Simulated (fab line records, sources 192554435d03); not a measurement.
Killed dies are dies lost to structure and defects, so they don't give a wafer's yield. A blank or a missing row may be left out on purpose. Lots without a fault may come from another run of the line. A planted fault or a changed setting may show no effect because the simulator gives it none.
A struck lot beside a sound one | flow n5_finfet | 21 steps out of a route of 1938
Sound: wafers L850.1, L850.4, L850.5. Struck: wafers L860.1, L860.3. (L860.2 of the same lot was not struck and is left out.) The cause comes at the end.
At each step with rows: each side's tool, then ch and its chambers, then its first start. Under that, the readings that differ: sound wafers | struck wafers | difference of the means | sigmas: that difference in standard deviations of wafers without a fault.
alike: readings whose means differ by less than 2 such deviations, and words and numbers that are the same on both sides. not compared: withheld readings, readings that some wafer has no value for, bounds like >300 that may hide the same value, and numbers for which the record gives no deviation and whose values overlap.
The two part at a step that has a row with sigmas, a row that says differs or no value, or rows on one side only. Numbers that don't overlap but have no deviation are shown without sigmas and don't part them. A reading that every wafer of one side lacks parts them only if that side has two wafers or more.

N5_BEOL_M13_VIA_ETCH_16: etches SiOC in C4F8/O2/Ar, target depth 921.7 nm.
  sound on rie_diel-01 ch 0,1,3, day 12 18:57; struck on rie_diel-06 ch 2,3, day 15 21:35
  alike: drypump_motor_current_A, mfc_ar_sccm, oes_product_au, rf_fwd_power_W, rf_vpp_V, showerhead_plenum_p_Torr, throttle_valve_pct
N5_BEOL_M13_STRIP_63: strips in N2/H2.
  sound on plasma_asher-02 ch 0,1, day 12 19:11; struck on plasma_asher-02 ch 0,1, day 15 21:50
  alike: drypump_motor_current_A, heater_power_w, n2_flow_sccm, oes_product_au, strip_time_to_endpoint_s
  not compared: rf_hours_counter_h
N5_BEOL_M13_STRIP_64: strips in N2/H2.
  sound on plasma_asher-02 ch 0,1, day 12 19:15; struck on plasma_asher-02 ch 0,1, day 15 21:53
  reading                      | sound             | struck      | difference | sigmas
  strip_time_to_endpoint_s (s) | 31.46 31.44 31.45 | 31.32 31.21 | -0.18      | -2
  alike: drypump_motor_current_A, heater_power_w, n2_flow_sccm, oes_product_au
  not compared: rf_hours_counter_h
then, 2 steps without rows for these wafers: N5_BEOL_M13_STRIP_71 (strips in post etch residue remover, time 60 s); N5_BEOL_M13_SRD_72 (time 30 s, dry time 30 s).
N5_BEOL_M13_CD_MEAS_17: target cd 190 nm.
  sound on cd_sem-01, day 12 19:24; struck on cd_sem-01, day 15 22:02
  alike: cd_nm
then, 6 steps without rows for these wafers: N5_BEOL_M13_COAT_65 (time 60 s, resist thk 350 nm); N5_BEOL_M13_COAT_66 (time 60 s, resist thk 110 nm); N5_BEOL_M13_COAT_22 (resist thk 300 nm); N5_BEOL_M13_EBR_24; N5_BEOL_M13_SOFTBAKE_23 (time 60 s); N5_BEOL_M13_EXPOSE_25 (exposes mask M13, target cd 210 nm).
N5_BEOL_M13_PEB_26: peb time 90 s.
  sound on litho_track-04 ch 0, day 12 19:44; struck on litho_track-05 ch 0, day 15 22:15
  reading                  | sound             | struck      | difference | sigmas
  heater_power_total_W (W) | 172.4 172.6 171.2 | 179.9 178.1 | +6.9       | +9
then, 2 steps without rows for these wafers: N5_BEOL_M13_DEVELOP_27 (develop time 45 s); N5_BEOL_M13_HARDBAKE_32 (time 120 s).
N5_BEOL_M13_CD_MEAS_28: target cd 209.5 nm.
  sound on cd_sem-01 ch 0, day 12 19:51; struck on cd_sem-02 ch 0, day 15 22:22
  alike: cd_nm
N5_BEOL_M13_OVL_MEAS_29:
  sound on overlay-01 ch 0, day 12 19:53; struck on overlay-02 ch 0, day 15 22:23
  alike: M13_OVL
N5_BEOL_M13_INSPECT_30: inspects for defects (macro).
  sound on defect_inspect-01, day 12 19:54; struck on defect_inspect-02, day 15 22:25
  alike: raw_defect_count
N5_BEOL_M13_DESCUM_33: chemistry O2, time 7.9 s.
  sound on rie_diel-01 ch 1,3, day 12 20:26; struck on rie_diel-01 ch 2,3, day 15 22:28
  alike: drypump_motor_current_A, oes_product_au, rf_fwd_power_W, rf_vpp_V, showerhead_plenum_p_Torr, throttle_valve_pct
  not compared: rf_hours_counter_h, model.BEOL_M13.cd_nm
N5_BEOL_M13_ETCH_67: etches SiARC in CF4, target depth 143 nm, time 238.3 s.
  sound on rie_diel-01 ch 1,3, day 12 20:28; struck on rie_diel-01 ch 2,3, day 15 22:31
  reading      | sound             | struck      | difference | sigmas
  rf_vpp_V (V) | 183.2 182.5 182.2 | 184.6 184.8 | +2.1       | +2
  alike: drypump_motor_current_A, etch_rf_on_time_s, mfc_ar_sccm, oes_product_au, rf_fwd_power_W, showerhead_plenum_p_Torr, throttle_valve_pct
  not compared: rf_hours_counter_h
N5_PASSIVATION_PROBE_49:
  sound on prober-02, day 14 11:22; struck on prober-01, day 17 05:01
  alike: defect_limited_yield, killed_at_M0_to_M3, killed_at_M4_up, killed_at_contacts, killed_at_front_end, killed_at_other, killed_dies, killed_on_rim, killed_open, killed_short, sort_bin_5_function, sort_bin_6_memory, sort_bin_8_speed, sort_n_pass

WHERE THEY PART
First at N5_BEOL_M13_STRIP_64; last, within this record, at N5_BEOL_M13_ETCH_67. Later steps at which nothing parts them and some readings are alike: N5_PASSIVATION_PROBE_49.

WHY: what the simulator had put in
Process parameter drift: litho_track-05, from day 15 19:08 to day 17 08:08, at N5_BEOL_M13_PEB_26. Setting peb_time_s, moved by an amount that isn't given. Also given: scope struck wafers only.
